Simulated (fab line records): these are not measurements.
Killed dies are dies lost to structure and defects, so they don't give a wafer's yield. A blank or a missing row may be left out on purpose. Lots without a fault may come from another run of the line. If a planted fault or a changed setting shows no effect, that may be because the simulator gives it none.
Chamber matching + flow n5 finfet + pecvd-03 running N5_BEOL_M0_SAQP_PECVD_03: 3 sister chambers
The step deposits SiCN from 3MS/NH3, target thk 12 nm, time 21.1 s. 6 wafers are shown with their chamber, then 9 later ones without.

## WAFERS PAIRED WITH THEIR CHAMBERS
| wafer  | chamber | showerhead vpp V (V) | throttle valve pct (%) |
|--------|---------|----------------------|------------------------|
| L083.3 | 2       | 794                  | 8.4                    |
| L089.4 | 1       | 836                  | 9.5                    |
| L089.5 | 0       | 827                  | 8.7                    |
| L093.2 | 1       | 844                  | 9.3                    |
| L093.4 | 2       | 785                  | 8.5                    |
| L093.6 | 0       | 833                  | 8.9                    |

## WAFERS WHOSE CHAMBER IS MISSING
| wafer  | showerhead vpp V (V) | throttle valve pct (%) |
|--------|----------------------|------------------------|
| L094.3 | 785                  | 8.6                    |
| L094.5 | 835                  | 9.1                    |
| L094.6 | 797                  | 8.5                    |
| L095.1 | 822                  | 9.0                    |
| L095.3 | 840                  | 9.0                    |
| L095.6 | 799                  | 8.5                    |
| L096.1 | 857                  | 9.1                    |
| L096.4 | 839                  | 9.1                    |
| L096.5 | 794                  | 8.3                    |

## WHICH CHAMBER EACH WENT THROUGH
| wafer  | from the rows above     | in truth |
|--------|-------------------------|----------|
| L094.3 | 2                       | 2        |
| L094.5 | can't be placed: 0 or 1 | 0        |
| L094.6 | 2                       | 2        |
| L095.1 | 0                       | 0        |
| L095.3 | can't be placed: 0 or 1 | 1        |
| L095.6 | 2                       | 2        |
| L096.1 | can't be placed: 1 or 0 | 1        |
| L096.4 | can't be placed: 1 or 0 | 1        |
| L096.5 | 2                       | 2        |
5 of 9 placed correctly. These rows do not allow placing 4 (true chamber among the candidates in 4). 0 placed wrongly.
How it was worked out, from the rows above alone: a wafer's distance from a chamber is the root of the sum, over the readings, of the square of ((its reading less the chamber's mean) divided by the reading's scatter). The wafer belongs to the nearest chamber; if the next one is less than 2 further off, it can't be placed. The mean given for a chamber averages the wafers shown for that chamber. How the scatter is found: for the shown wafers, subtract from each reading the mean of its chamber, square and add these, divide the total by (wafers less chambers), then take the root.
